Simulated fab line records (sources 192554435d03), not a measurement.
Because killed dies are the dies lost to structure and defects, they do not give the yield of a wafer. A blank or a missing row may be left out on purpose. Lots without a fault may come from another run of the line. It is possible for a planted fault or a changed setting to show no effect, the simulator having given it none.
fab line records ; flow n5Finfet
[record] lots = 11; wafers = 33; lastDay = 18
route steps=1938 shown BEOL_M13@1705 BEOL_M14@1722 PASSIVATION@1936
lots that met no fault: taken from a fault-free run of the same line
startH: hours from the record's opening day to when the first of the lot's shown wafers began ; waitH: hours since the lot's step before ; " the same as in the row above ; L1.1+2: several wafers, shown together as one row ; - no value, or no start was given ; * or withheld: withheld ; < > ~ a bound
route shown NAME@n: names a module that has steps shown in the file, with the first one's number in the route ; usual: average and standard deviation across the fault-free wafers ; same: alike in all rows ; chamber/n: place in a boat ; sites: per-site readings ; _std_site: the values' standard deviation ; _edge_site: the outer-site mean with the inner-site mean subtracted ; radiusMm: how far each site lies from the wafer's centre ; mask NAME#n: copy n ; behind: the most recent tool/chamber to have shaped the wafer ; hold: reason for holding the lot/hours on hold/outcome of the hold ; device: whichever transistor did not switch (one of n, p or np) ; end of line: tests of these same wafers at the route's end ; for a step that has no rows: nothing shown but its recipe ; killed: dies lost to structure and defects at the first sort, not the wafer's yield ; map: the dies of a wafer, with x for killed, . for not killed, _ for no die there
set.NAME: the setting that was run; set.NAME@STEP: the one run at that earlier step ; model.NAME: the simulator's own value behind a step, which no gauge read
one table for each step of the route and one row for each wafer, over a sample of lots
services: a tool's chamber out of use, with start hour (startH, from the record's first day; less than 0 if before it), hours out, and reason
[[steps]]
[step N5_BEOL_M13_SPUTTER_43]
[recipe] material = TaN; targetThkA = 150; tempC = 50; biasV = 168.6; powerW = 15000; chamberPressurePa = 0.12; timeS = 24.19
[usual] biasV = 168.6/1.6; throttleValvePct = 29.6/1.1
lot.wafer;tool;chamber;startH;waitH;biasV;throttleValvePct
L926.2;pvdSputter-03;-;263.92;0.0;170.2;28.8
L926.4;pvdSputter-03;-;263.92;0.0;167.9;29.1
L926.6;pvdSputter-03;-;263.92;0.0;170.3;28.6
L928.2;pvdSputter-01;-;264.18;0.0;168.6;29.0
L928.3;pvdSputter-01;-;264.18;0.0;170.7;29.8
L928.4;pvdSputter-01;-;264.18;0.0;169.2;27.6
L931.3;pvdSputter-01;-;276.73;0.0;168.1;30.8
L931.4;pvdSputter-01;-;276.73;0.0;169.8;27.8
L931.6;pvdSputter-01;-;276.73;0.0;167.6;27.7
L930.2;pvdSputter-03;-;283.88;0.0;169.0;29.2
L930.3;pvdSputter-03;-;283.88;0.0;169.2;30.4
L930.4;pvdSputter-03;-;283.88;0.0;171.1;31.1
L938.1;pvdSputter-03;-;326.08;0.0;170.4;29.1
L938.3;pvdSputter-03;-;326.08;0.0;171.5;30.6
L938.5;pvdSputter-03;-;326.08;0.0;170.5;31.3
L940.2;pvdSputter-01;-;342.61;0.0;166.0;31.1
L940.3;pvdSputter-01;-;342.61;0.0;169.4;28.9
L940.4;pvdSputter-01;-;342.61;0.0;168.4;29.6
L941.2;pvdSputter-02;-;345.02;0.0;168.4;29.6
L941.3;pvdSputter-02;-;345.02;0.0;168.4;30.1
L941.5;pvdSputter-02;-;345.02;0.0;170.5;29.8
L942.2;pvdSputter-03;-;349.97;0.0;169.3;30.7
L942.4;pvdSputter-03;-;349.97;0.0;166.7;29.2
L942.6;pvdSputter-03;-;349.97;0.0;167.3;30.6
L944.2;pvdSputter-01;-;352.79;0.0;167.1;29.2
L944.3;pvdSputter-01;-;352.79;0.0;167.6;29.6
L944.4;pvdSputter-01;-;352.79;0.0;171.4;30.6
L947.2;pvdSputter-02;-;387.16;0.0;165.6;30.1
L947.3;pvdSputter-02;-;387.16;0.0;170.4;31.0
L947.5;pvdSputter-02;-;387.16;0.0;168.1;30.0
L946.1;pvdSputter-02;-;387.52;0.0;168.5;30.8
L946.3;pvdSputter-02;-;387.52;0.0;170.5;29.9
L946.5;pvdSputter-02;-;387.52;0.0;167.4;27.3
[step N5_BEOL_M13_ANNEAL_48]
[recipe] tempC = 225; timeS = 90; ambient = N2
[usual] wafer_temp_C_max = 225.72/0.24
lot.wafer;tool;chamber;startH;waitH;wafer_temp_C_max
L926.2;rtpAnneal-02;0;264.40;0.2;226.08
L926.4;rtpAnneal-02;0;264.40;0.2;226.05
L926.6;rtpAnneal-02;0;264.40;0.2;225.75
L928.2;rtpAnneal-01;0;264.73;0.2;225.59
L928.3;rtpAnneal-01;0;264.73;0.2;225.58
L928.4;rtpAnneal-01;0;264.73;0.2;225.59
L931.3;rtpAnneal-01;0;277.50;0.4;225.57
L931.4;rtpAnneal-01;0;277.50;0.4;225.37
L931.6;rtpAnneal-01;0;277.50;0.4;225.89
L930.2;rtpAnneal-01;0;284.36;0.2;225.59
L930.3;rtpAnneal-01;0;284.36;0.2;225.85
L930.4;rtpAnneal-01;0;284.36;0.2;225.38
L938.1;rtpAnneal-02;0;326.86;0.5;225.87
L938.3;rtpAnneal-02;0;326.86;0.5;225.64
L938.5;rtpAnneal-02;0;326.86;0.5;225.81
L940.2;rtpAnneal-01;0;343.87;0.9;225.79
L940.3;rtpAnneal-01;0;343.87;0.9;225.87
L940.4;rtpAnneal-01;0;343.87;0.9;225.58
L941.2;rtpAnneal-01;0;345.52;0.2;225.45
L941.3;rtpAnneal-01;0;345.52;0.2;225.52
L941.5;rtpAnneal-01;0;345.52;0.2;225.35
L942.2;rtpAnneal-02;0;351.09;0.8;225.80
L942.4;rtpAnneal-02;0;351.09;0.8;225.42
L942.6;rtpAnneal-02;0;351.09;0.8;225.86
L944.2;rtpAnneal-01;0;353.28;0.2;225.43
L944.3;rtpAnneal-01;0;353.28;0.2;225.61
L944.4;rtpAnneal-01;0;353.28;0.2;225.37
L947.2;rtpAnneal-02;0;387.77;0.3;226.00
L947.3;rtpAnneal-02;0;387.77;0.3;226.09
L947.5;rtpAnneal-02;0;387.77;0.3;225.71
L946.1;rtpAnneal-01;0;388.01;0.2;225.87
L946.3;rtpAnneal-01;0;388.01;0.2;225.72
L946.5;rtpAnneal-01;0;388.01;0.2;225.44
[step N5_BEOL_M14_EXPOSE_07]
[recipe] maskId = V13; na = 0.8; sourceShape = annular; sigmaInner = 0.5; sigmaOuter = 0.8; polarization = unpolarized; attpsmPhaseDeg = 180; doseMj = 57
[same] na = 0.8
lot.wafer;tool;chamber;startH;waitH;mask
L926.2+4+6;krfScanner-01;0;265.59;-;V13#0
L928.2+3+4;krfScanner-02;0;265.92;-;V13#0
L931.3+4+6;krfScanner-02;0;278.53;-;V13#0
L930.2+3+4;krfScanner-02;0;285.43;-;V13#0
L938.1+3+5;krfScanner-01;0;328.09;-;V13#0
L940.2+3+4;krfScanner-02;0;345.06;-;V13#0
L941.2+3+5;krfScanner-02;0;346.59;-;V13#0
L942.2+4+6;krfScanner-02;0;352.15;-;V13#0
L944.2+3+4;krfScanner-02;0;354.37;-;V13#0
L947.2+3+5;krfScanner-02;0;388.99;-;V13#0
L946.1+3+5;krfScanner-02;0;389.16;-;V13#0
[step N5_BEOL_M14_CD_MEAS_10]
[recipe] targetCdNm = 250; landingEnergyEv = 500; detector = seInlens; polarity = opening
[usual] cdNm = 249.5/1.2
[same] landingEnergyEv = 500
lot.wafer;tool;chamber;startH;waitH;cdNm
L926.2;cdSem-01;0;265.76;-;252.1
L926.4;cdSem-01;0;265.76;-;250.7
L926.6;cdSem-01;0;265.76;-;251.0
L928.2;cdSem-01;0;266.09;-;240.2
L928.3;cdSem-01;0;266.09;-;247.9
L928.4;cdSem-01;0;266.09;-;241.4
L931.3;cdSem-02;0;278.69;-;249.0
L931.4;cdSem-02;0;278.69;-;243.0
L931.6;cdSem-02;0;278.69;-;251.0
L930.2;cdSem-03;0;285.60;-;244.3
L930.3;cdSem-03;0;285.60;-;249.4
L930.4;cdSem-03;0;285.60;-;242.6
L938.1;cdSem-02;0;328.27;-;249.0
L938.3;cdSem-02;0;328.27;-;247.3
L938.5;cdSem-02;0;328.27;-;251.1
L940.2;cdSem-02;0;345.23;-;248.9
L940.3;cdSem-02;0;345.23;-;247.5
L940.4;cdSem-02;0;345.23;-;247.3
L941.2;cdSem-01;0;346.76;-;248.6
L941.3;cdSem-01;0;346.76;-;247.8
L941.5;cdSem-01;0;346.76;-;250.9
L942.2;cdSem-01;0;352.32;-;248.9
L942.4;cdSem-01;0;352.32;-;251.1
L942.6;cdSem-01;0;352.32;-;250.6
L944.2;cdSem-03;0;354.54;-;249.1
L944.3;cdSem-03;0;354.54;-;249.1
L944.4;cdSem-03;0;354.54;-;250.3
L947.2;cdSem-02;0;389.16;-;250.0
L947.3;cdSem-02;0;389.16;-;251.3
L947.5;cdSem-02;0;389.16;-;249.4
L946.1;cdSem-01;0;389.33;-;248.8
L946.3;cdSem-01;0;389.33;-;248.3
L946.5;cdSem-01;0;389.33;-;246.3
[step N5_BEOL_M14_ETCH_59]
[recipe] chemistry = N2/H2; target = BARC; targetDepthA = 890; overetchA = 267; timeS = 67.9; ionEnergyEv = 200; pressureMtorr = 30; sourceW = 840; biasW = 150; n2FlowSccm = 200; h2FlowSccm = 200
[usual] drypumpMotorCurrentA = 6.0/0.41; oesProductAu = 0.70/0.065; rfVppV = 523.9/2.1; showerheadPlenumPTorr = 2.54/0.074; throttleValvePct = 17.89/0.23
lot.wafer;tool;chamber;startH;waitH;drypumpMotorCurrentA;oesProductAu;rfHoursCounterH;rfVppV;showerheadPlenumPTorr;throttleValvePct
L926.2;rieDiel-04;3;265.90;0.0;6.4;0.78;22;528.3;2.70;17.89
L926.4;rieDiel-04;1;265.90;0.0;6.0;0.58;224;524.0;2.52;17.99
L926.6;rieDiel-04;1;265.90;0.0;6.0;0.58;-;523.1;2.52;17.99
L928.2;rieDiel-03;1;266.21;0.0;6.5;0.73;44;523.8;2.49;18.06
L928.3;rieDiel-03;0;266.21;0.0;5.8;0.69;102;525.3;2.56;18.17
L928.4;rieDiel-03;3;266.21;0.0;6.4;0.66;-;524.4;2.55;17.79
L931.3;rieDiel-05;1;278.85;0.0;6.2;0.74;28;522.6;2.49;17.85
L931.4;rieDiel-05;0;278.85;0.0;6.0;0.68;107;520.6;2.46;17.77
L931.6;rieDiel-05;0;278.85;0.0;6.0;0.68;-;521.9;2.46;17.76
L930.2;rieDiel-04;2;285.72;0.0;5.4;0.74;42;522.2;2.47;17.45
L930.3;rieDiel-04;3;285.72;0.0;6.3;0.76;28;527.8;2.70;17.89
L930.4;rieDiel-04;0;285.72;0.0;5.4;0.76;35;525.8;2.60;17.64
L938.1;rieDiel-04;3;328.52;0.0;6.4;0.73;45;528.9;2.69;17.91
L938.3;rieDiel-04;1;328.52;0.0;6.0;0.56;244;523.3;2.51;18.03
L938.5;rieDiel-04;3;328.52;0.0;6.4;0.73;-;529.9;2.69;17.95
L940.2;rieDiel-03;3;345.37;0.0;6.3;0.64;173;525.4;2.53;17.86
L940.3;rieDiel-03;1;345.37;0.0;6.5;0.70;77;522.8;2.48;18.10
L940.4;rieDiel-03;2;345.37;0.0;5.5;0.77;25;525.6;2.60;18.14
L941.2;rieDiel-03;2;346.88;0.0;5.5;0.77;26;526.5;2.59;18.14
L941.3;rieDiel-03;1;346.88;0.0;6.5;0.70;78;523.4;2.48;18.11
L941.5;rieDiel-03;3;346.88;0.0;6.4;0.64;-;523.5;2.53;17.87
L942.2;rieDiel-03;2;352.53;0.0;5.5;0.77;28;524.6;2.59;18.16
L942.4;rieDiel-03;1;352.53;0.0;6.5;0.70;80;523.5;2.47;18.12
L942.6;rieDiel-03;0;352.53;0.0;5.7;0.66;-;523.7;2.55;18.24
L944.2;rieDiel-05;3;354.66;0.0;6.2;0.81;13;525.2;2.60;17.98
L944.3;rieDiel-05;1;354.66;0.0;6.2;0.71;53;522.3;2.48;17.91
L944.4;rieDiel-05;0;354.66;0.0;6.1;0.66;130;521.4;2.45;17.81
L947.2;rieDiel-03;0;389.28;0.0;5.7;0.65;151;523.5;2.54;18.27
L947.3;rieDiel-03;1;389.28;0.0;6.5;0.68;94;520.7;2.47;18.13
L947.5;rieDiel-03;0;389.28;0.0;5.7;0.66;-;523.2;2.54;18.26
L946.1;rieDiel-04;2;389.45;0.0;5.3;0.71;85;520.5;2.45;17.55
L946.3;rieDiel-04;3;389.45;0.0;6.4;0.71;63;526.3;2.68;17.96
L946.5;rieDiel-04;2;389.45;0.0;5.3;0.70;-;520.4;2.45;17.53
[step N5_PASSIVATION_PROBE_49]
[usual] defectLimitedYield = 91.2/1.4; killed_at_M0_to_M3 = 35/11; killed_at_M4_up = 12/4.2; killedAtContacts = 13/5.6; killedAtFrontEnd = 40/12; killedAtOther = 3.3/2.6; killedDies = 103/17; killedOpen = 68/12; killedShort = 34/7.6; sort_bin_5_function = 5.1/0.95; sort_bin_6_memory = 3.3/0.68; sortNPass = 1077/17; sortYieldPct = 91.2/1.4
[same] grossDies = 1180; killedAtBackSide = 0; sort_bin_4_leakage[%] = 0; sort_bin_8_speed[%] = 0
lot.wafer;tool;chamber;startH;waitH;defectLimitedYield[%];killed_at_M0_to_M3;killed_at_M4_up;killedAtContacts;killedAtFrontEnd;killedAtOther;killedDies;killedOpen;killedShort;sort_bin_5_function[%];sort_bin_6_memory[%];sortNPass;sortYieldPct[%]
L926.2;prober-02;-;291.14;0.1;92.7;18;19;4;38;7;86;53;27;3.4;3.3;1094;92.7
L926.4;prober-02;-;291.24;0.2;91.4;30;12;15;38;6;101;73;28;5.6;2.8;1079;91.4
L926.6;prober-02;-;291.34;0.3;91.4;29;10;10;46;6;101;55;46;4.8;3.1;1079;91.4
L928.2;prober-01;-;298.15;0.1;90.1;47;12;23;33;2;117;72;41;6.1;3.0;1063;90.1
L928.3;prober-01;-;298.20;0.1;91.9;33;13;22;23;4;95;60;31;4.5;3.2;1085;91.9
L928.4;prober-01;-;298.25;0.2;90.4;30;13;27;42;1;113;58;53;5.7;3.6;1067;90.4
L931.3;prober-02;-;306.08;0.1;90.3;31;18;30;34;1;114;83;31;5.6;4.0;1066;90.3
L931.4;prober-02;-;306.13;0.2;91.0;45;8;22;30;1;106;73;32;5.3;3.5;1074;91.0
L931.6;prober-02;-;306.23;0.3;90.8;30;18;17;44;0;109;71;35;5.0;3.6;1071;90.8
L930.2;prober-01;-;309.96;0.1;91.7;25;10;16;44;3;98;65;29;5.1;2.9;1082;91.7
L930.3;prober-01;-;310.01;0.1;89.9;26;15;8;69;1;119;67;52;5.8;4.2;1061;89.9
L930.4;prober-01;-;310.06;0.2;92.3;37;10;10;32;2;91;55;33;3.9;3.1;1089;92.3
L938.1;prober-02;-;355.75;0.0;89.3;44;19;11;50;2;126;84;39;5.7;4.7;1054;89.3
L938.3;prober-02;-;355.85;0.1;90.1;38;7;12;55;5;117;80;35;6.0;3.6;1063;90.1
L938.5;prober-02;-;355.95;0.2;89.9;22;15;17;60;5;119;82;36;6.7;3.0;1061;89.9
L940.2;prober-02;-;374.79;0.1;90.2;58;5;18;33;2;116;75;38;5.3;3.9;1064;90.2
L940.3;prober-02;-;374.84;0.1;90.4;45;14;20;33;1;113;74;37;4.9;4.4;1067;90.4
L940.4;prober-02;-;374.89;0.2;90.3;59;13;12;29;2;115;74;37;6.0;3.0;1065;90.3
L941.2;prober-01;-;374.96;0.1;88.6;37;8;19;68;3;135;91;44;6.9;4.1;1045;88.6
L941.3;prober-01;-;375.01;0.1;88.1;50;14;5;68;4;141;98;42;6.4;5.3;1039;88.1
L941.5;prober-01;-;375.11;0.2;87.9;67;12;15;46;3;143;86;54;7.5;4.0;1037;87.9
L942.2;prober-01;-;379.30;0.1;91.6;24;13;9;53;0;99;74;24;5.3;2.7;1081;91.6
L942.4;prober-01;-;379.40;0.2;94.3;11;13;13;28;2;67;52;15;3.4;2.2;1113;94.3
L942.6;prober-01;-;379.50;0.3;91.9;25;16;13;33;8;95;67;28;4.7;3.3;1085;91.9
L944.2;prober-02;-;383.03;0.1;90.3;55;7;14;35;4;115;67;47;6.5;3.1;1065;90.3
L944.3;prober-02;-;383.08;0.1;88.6;46;12;21;46;9;134;96;37;7.2;3.6;1046;88.6
L944.4;prober-02;-;383.13;0.2;89.5;59;15;21;26;3;124;82;40;6.9;3.3;1056;89.5
L947.2;prober-02;-;426.90;0.1;92.2;13;11;7;60;1;92;62;29;5.1;2.5;1088;92.2
L947.3;prober-02;-;426.95;0.1;89.2;28;11;17;72;0;128;93;35;6.8;3.9;1052;89.2
L947.5;prober-02;-;427.05;0.2;89.3;39;11;14;61;1;126;91;35;6.5;4.0;1054;89.3
L946.1;prober-01;-;428.32;0.0;91.4;23;24;8;39;8;102;64;36;5.3;3.0;1078;91.4
L946.3;prober-01;-;428.42;0.1;89.5;42;17;12;45;8;124;74;49;5.9;4.2;1056;89.5
L946.5;prober-01;-;428.52;0.2;88.3;49;14;19;55;1;138;90;45;6.0;5.3;1042;88.3
// killed by level:class
L926.2 BEOL_M4:geometricParticle:open=12 FIN_SAQP:geometricParticle:open=8 BEOL_M1:geometricParticle:open=6 HKMG_FIN:areaEtch=6 STI_FIN_REVEAL:geometricParticle:open=4 GATE_CUT:geometricParticle:short=4 MOL_CONTACT_COAG:geometricParticle:open=4 BEOL_M1:geometricParticle:short=4
L926.4 BEOL_M2:geometricParticle:open=13 MOL_CONTACT_COAG:geometricParticle:open=11 FIN_SAQP:geometricParticle:open=8 BEOL_M4:geometricParticle:open=8 BEOL_M3:geometricParticle:open=7 FIN_SAQP:geometricParticle:short=6 BEOL_M1:geometricParticle:open=5 GATE_CUT:geometricParticle:short=4
L926.6 FIN_SAQP:geometricParticle:short=13 BEOL_M2:geometricParticle:open=10 GATE_CUT:geometricParticle:short=9 MOL_CONTACT_COAG:geometricParticle:open=7 GATE_CUT:geometricParticle:open=6 BEOL_M1:geometricParticle:short=6 BEOL_M0:geometricParticle:short=5 BEOL_M4:geometricParticle:open=5
L928.2 MOL_CONTACT_COAG:geometricParticle:open=19 BEOL_M0_SAQP:geometricParticle:short=13 BEOL_M3:geometricParticle:open=9 BEOL_M2:geometricParticle:open=7 BEOL_M0_SAQP:geometricParticle:open=5 FIN_SAQP:geometricParticle:short=4 DUMMY_GATE:geometricParticle:open=4 MOL_CONTACT_COAG:geometricParticle:short=4
L928.3 MOL_CONTACT_COAG:geometricParticle:open=14 BEOL_M3:geometricParticle:open=12 MOL_CONTACT_COAG:geometricParticle:short=8 GATE_CUT:geometricParticle:short=6 BEOL_M2:geometricParticle:open=6 BEOL_M0_SAQP:geometricParticle:short=4 BEOL_M4:geometricParticle:open=4 BEOL_M0_SAQP:geometricParticle:open=3
L928.4 MOL_CONTACT_COAG:geometricParticle:open=14 FIN_SAQP:geometricParticle:short=13 MOL_CONTACT_COAG:geometricParticle:short=13 BEOL_M0_SAQP:geometricParticle:short=11 FIN_SAQP:geometricParticle:open=8 BEOL_M0_SAQP:geometricParticle:open=8 STI_FIN_REVEAL:geometricParticle:open=4 GATE_CUT:geometricParticle:short=4
L931.3 MOL_CONTACT_COAG:geometricParticle:open=25 STI_FIN_REVEAL:geometricParticle:open=12 BEOL_M0_SAQP:geometricParticle:open=12 BEOL_M0_SAQP:geometricParticle:short=8 BEOL_M4:geometricParticle:open=7 MOL_CONTACT_COAG:geometricParticle:short=5 GATE_CUT:geometricParticle:short=4 BEOL_M3:geometricParticle:open=4
L931.4 MOL_CONTACT_COAG:geometricParticle:open=19 BEOL_M1:geometricParticle:open=8 BEOL_M0_SAQP:geometricParticle:open=7 BEOL_M0_SAQP:geometricParticle:short=7 BEOL_M2:geometricParticle:open=7 BEOL_M2:geometricParticle:short=7 BEOL_M3:geometricParticle:open=7 STI_FIN_REVEAL:geometricParticle:open=6
L931.6 MOL_CONTACT_COAG:geometricParticle:open=16 STI_FIN_REVEAL:geometricParticle:open=15 BEOL_M0_SAQP:geometricParticle:open=9 BEOL_M4:geometricParticle:open=8 FIN_SAQP:geometricParticle:short=7 BEOL_M0_SAQP:geometricParticle:short=7 STI_FIN_REVEAL:geometricParticle:short=4 GATE_CUT:geometricParticle:open=4
L930.2 MOL_CONTACT_COAG:geometricParticle:open=13 FIN_SAQP:geometricParticle:open=10 BEOL_M3:geometricParticle:open=10 FIN_SAQP:geometricParticle:short=6 STI_FIN_REVEAL:geometricParticle:open=6 BEOL_M2:geometricParticle:open=5 GATE_CUT:geometricParticle:short=4 BEOL_M0_SAQP:geometricParticle:open=4
L930.3 FIN_SAQP:geometricParticle:short=20 FIN_SAQP:geometricParticle:open=16 BEOL_M0_SAQP:geometricParticle:open=10 STARTING-WAFER:geometricParticle:short=8 BEOL_M0_SAQP:geometricParticle:short=7 STARTING-WAFER:geometricParticle:open=7 MOL_CONTACT_COAG:geometricParticle:open=6 BEOL_M4:geometricParticle:open=5
L930.4 MOL_CONTACT_COAG:geometricParticle:open=10 BEOL_M0_SAQP:geometricParticle:short=9 BEOL_M4:geometricParticle:open=9 FIN_SAQP:geometricParticle:short=7 BEOL_M2:geometricParticle:open=6 BEOL_M3:geometricParticle:open=6 DUMMY_GATE:geometricParticle:open=5 BEOL_M1:geometricParticle:open=5
L938.1 FIN_SAQP:geometricParticle:open=13 BEOL_M0_SAQP:geometricParticle:open=12 BEOL_M1:geometricParticle:open=11 STI_FIN_REVEAL:geometricParticle:open=8 MOL_CONTACT_COAG:geometricParticle:open=8 BEOL_M0_SAQP:geometricParticle:short=6 FIN_CUT:geometricParticle:short=5 BEOL_M3:geometricParticle:open=5
L938.3 FIN_SAQP:geometricParticle:open=19 MOL_CONTACT_COAG:geometricParticle:open=11 FIN_SAQP:geometricParticle:short=9 BEOL_M1:geometricParticle:open=9 BEOL_M2:geometricParticle:open=8 GATE_CUT:geometricParticle:short=6 BEOL_M0_SAQP:geometricParticle:open=6 DUMMY_GATE:geometricParticle:open=5
L938.5 FIN_SAQP:geometricParticle:open=16 MOL_CONTACT_COAG:geometricParticle:open=14 FIN_SAQP:geometricParticle:short=10 STI_FIN_REVEAL:geometricParticle:open=8 BEOL_M0_SAQP:geometricParticle:open=8 GATE_CUT:geometricParticle:short=6 BEOL_M5:geometricParticle:open=5 ILD0:geometricParticle:open=4
L940.2 BEOL_M1:geometricParticle:open=17 MOL_CONTACT_COAG:geometricParticle:open=15 BEOL_M0_SAQP:geometricParticle:open=11 BEOL_M0:geometricParticle:short=8 BEOL_M0_SAQP:geometricParticle:short=7 STI_FIN_REVEAL:geometricParticle:open=6 GATE_CUT:geometricParticle:short=6 BEOL_M2:geometricParticle:open=6
L940.3 MOL_CONTACT_COAG:geometricParticle:open=17 BEOL_M0_SAQP:geometricParticle:open=16 BEOL_M0_SAQP:geometricParticle:short=13 BEOL_M1:geometricParticle:open=9 GATE_CUT:geometricParticle:short=7 BEOL_M6:geometricParticle:open=7 STI_FIN_REVEAL:geometricParticle:open=6 FIN_SAQP:geometricParticle:open=5
L940.4 BEOL_M0_SAQP:geometricParticle:short=17 BEOL_M0_SAQP:geometricParticle:open=16 BEOL_M1:geometricParticle:open=13 MOL_CONTACT_COAG:geometricParticle:open=8 STI_FIN_REVEAL:geometricParticle:open=5 BEOL_M1:geometricParticle:short=5 BEOL_M8:geometricParticle:open=5 DUMMY_GATE:geometricParticle:open=4
L941.2 STI_FIN_REVEAL:geometricParticle:open=22 FIN_SAQP:geometricParticle:short=15 MOL_CONTACT_COAG:geometricParticle:open=15 BEOL_M0_SAQP:geometricParticle:short=9 BEOL_M2:geometricParticle:open=9 BEOL_M0_SAQP:geometricParticle:open=8 ILD0:geometricParticle:short=5 ILD0:geometricParticle:open=5
L941.3 STI_FIN_REVEAL:geometricParticle:open=26 BEOL_M2:geometricParticle:open=15 BEOL_M0_SAQP:geometricParticle:open=10 STI_FIN_REVEAL:geometricParticle:short=9 FIN_SAQP:geometricParticle:short=8 BEOL_M0_SAQP:geometricParticle:short=7 BEOL_M4:geometricParticle:open=7 FIN_SAQP:geometricParticle:open=6
L941.5 BEOL_M2:geometricParticle:open=25 BEOL_M0_SAQP:geometricParticle:short=15 MOL_CONTACT_COAG:geometricParticle:open=12 FIN_SAQP:geometricParticle:short=11 STI_FIN_REVEAL:geometricParticle:open=11 BEOL_M1:geometricParticle:open=7 GATE_CUT:geometricParticle:short=6 BEOL_M0_SAQP:geometricParticle:open=5
L942.2 STI_FIN_REVEAL:geometricParticle:open=28 MOL_CONTACT_COAG:geometricParticle:open=8 BEOL_M0_SAQP:geometricParticle:open=6 BEOL_M2:geometricParticle:open=6 BEOL_M4:geometricParticle:short=6 FIN_SAQP:geometricParticle:open=5 STI_FIN_REVEAL:geometricParticle:short=5 FIN_SAQP:geometricParticle:short=4
L942.4 MOL_CONTACT_COAG:geometricParticle:open=12 DUMMY_GATE:geometricParticle:open=8 FIN_SAQP:geometricParticle:open=7 STI_FIN_REVEAL:geometricParticle:open=6 BEOL_M11:geometricParticle:open=4 BEOL_M0_SAQP:geometricParticle:short=3 BEOL_M0:geometricParticle:open=3 BEOL_M4:geometricParticle:open=3
L942.6 STI_FIN_REVEAL:geometricParticle:open=11 MOL_CONTACT_COAG:geometricParticle:open=10 FIN_SAQP:geometricParticle:open=8 BEOL_M2:geometricParticle:open=6 BEOL_M7:geometricParticle:open=5 BEOL_M0_SAQP:geometricParticle:open=4 BEOL_M3:geometricParticle:open=4 FIN_SAQP:geometricParticle:short=3
L944.2 BEOL_M0_SAQP:geometricParticle:open=20 BEOL_M0_SAQP:geometricParticle:short=11 STI_FIN_REVEAL:geometricParticle:open=9 GATE_CUT:geometricParticle:short=9 MOL_CONTACT_COAG:geometricParticle:open=9 BEOL_M3:geometricParticle:open=7 MOL_CONTACT_COAG:geometricParticle:short=5 BEOL_M0:geometricParticle:short=5
L944.3 MOL_CONTACT_COAG:geometricParticle:open=15 STI_FIN_REVEAL:geometricParticle:open=13 BEOL_M2:geometricParticle:open=12 BEOL_M0_SAQP:geometricParticle:open=9 BEOL_M3:geometricParticle:open=9 BEOL_M4:geometricParticle:open=7 MOL_CONTACT_COAG:geometricParticle:short=6 STARTING-WAFER:geometricParticle:short=5
L944.4 MOL_CONTACT_COAG:geometricParticle:open=17 BEOL_M3:geometricParticle:open=13 BEOL_M0_SAQP:geometricParticle:short=11 STI_FIN_REVEAL:geometricParticle:open=9 BEOL_M1:geometricParticle:open=7 BEOL_M0_SAQP:geometricParticle:open=6 BEOL_M0:geometricParticle:open=6 BEOL_M2:geometricParticle:open=6
L947.2 STI_FIN_REVEAL:geometricParticle:open=16 FIN_SAQP:geometricParticle:open=14 STI_FIN_REVEAL:geometricParticle:short=7 MOL_CONTACT_COAG:geometricParticle:open=7 FIN_SAQP:geometricParticle:short=6 GATE_CUT:geometricParticle:short=6 BEOL_M3:geometricParticle:open=4 STARTING-WAFER:geometricParticle:open=4
L947.3 STI_FIN_REVEAL:geometricParticle:open=30 FIN_SAQP:geometricParticle:open=16 MOL_CONTACT_COAG:geometricParticle:open=15 FIN_SAQP:geometricParticle:short=9 GATE_CUT:geometricParticle:short=6 BEOL_M0_SAQP:geometricParticle:open=6 BEOL_M1:geometricParticle:open=6 STI_FIN_REVEAL:geometricParticle:short=4
L947.5 STI_FIN_REVEAL:geometricParticle:open=31 MOL_CONTACT_COAG:geometricParticle:open=10 STI_FIN_REVEAL:geometricParticle:short=8 BEOL_M1:geometricParticle:open=8 BEOL_M3:geometricParticle:open=8 BEOL_M2:geometricParticle:open=7 FIN_SAQP:geometricParticle:open=6 BEOL_M0_SAQP:geometricParticle:short=6
L946.1 FIN_SAQP:geometricParticle:open=10 BEOL_M4:geometricParticle:short=9 BEOL_M3:geometricParticle:open=7 GATE_CUT:geometricParticle:short=6 MOL_CONTACT_COAG:geometricParticle:open=6 DUMMY_GATE:geometricParticle:open=5 FIN_SAQP:geometricParticle:short=4 STI_FIN_REVEAL:geometricParticle:open=4
L946.3 BEOL_M0_SAQP:geometricParticle:open=15 BEOL_M0_SAQP:geometricParticle:short=12 STI_FIN_REVEAL:geometricParticle:open=10 FIN_SAQP:geometricParticle:short=9 MOL_CONTACT_COAG:geometricParticle:open=9 GATE_CUT:geometricParticle:short=7 BEOL_M4:geometricParticle:short=6 FIN_SAQP:geometricParticle:open=5
L946.5 MOL_CONTACT_COAG:geometricParticle:open=16 STI_FIN_REVEAL:geometricParticle:open=13 FIN_SAQP:geometricParticle:open=10 BEOL_M2:geometricParticle:open=10 BEOL_M1:geometricParticle:open=9 BEOL_M0_SAQP:geometricParticle:open=8 FIN_SAQP:geometricParticle:short=7 GATE_CUT:geometricParticle:short=7
[[services]]
tool;chamber;startH;hours;kind
rieDiel-03;2;245.19;-;clean
rieDiel-03;2;245.19;-;consumableReplace:focusRing
rieDiel-03;2;245.19;22.5;scheduledDown
rieDiel-03;2;245.19;22.5;ventCycle
krfScanner-01;-;257.76;1.0;pm
pvdSputter-01;-;281.97;1.4;repair
rieDiel-03;2;282.26;6.2;repair
krfScanner-02;-;295.81;0.8;pm
krfScanner-02;-;297.18;3.6;pm
rieDiel-04;1;301.83;9.3;repair
krfScanner-02;-;303.18;1.0;pm
krfScanner-02;-;309.57;1.3;pm
rieDiel-05;0;311.43;10.0;repair
rieDiel-05;1;312.06;1.9;repair
krfScanner-02;0;313.83;-;calibration
pvdSputter-01;-;327.03;2.4;repair
rieDiel-04;3;343.89;10.1;repair
rieDiel-04;1;354.22;-;clean
krfScanner-01;-;357.03;0.8;pm
rieDiel-03;2;363.57;10.7;repair
pvdSputter-02;-;370.99;0.6;repair
krfScanner-01;-;377.34;0.9;repair
rieDiel-05;2;378.73;45.5;repair
pvdSputter-01;-;380.43;12.0;repair
[[key]]
[firstSign] step = N5_BEOL_M14_CD_MEAS_10; reading = cdNm; direction = down; sigmas = 5.9; usual = 249.5; struck = 242.3
effect none on later readings
metAt N5_BEOL_M14_EXPOSE_07
struckLots L928,L930,L931
struckWafers L928.2,L928.4,L930.2,L930.4,L931.4
notActingAt N5_BEOL_M13_SPUTTER_43,N5_BEOL_M13_ANNEAL_48,N5_BEOL_M14_ETCH_59
[fault] kind = processParameterDrift; tool = krfScanner-02; chamber = -; onsetH = 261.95; steps = N5_BEOL_M14_EXPOSE_07; channel = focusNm; offset = 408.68; shape = step; endH = 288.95; scope = struckWafersOnly
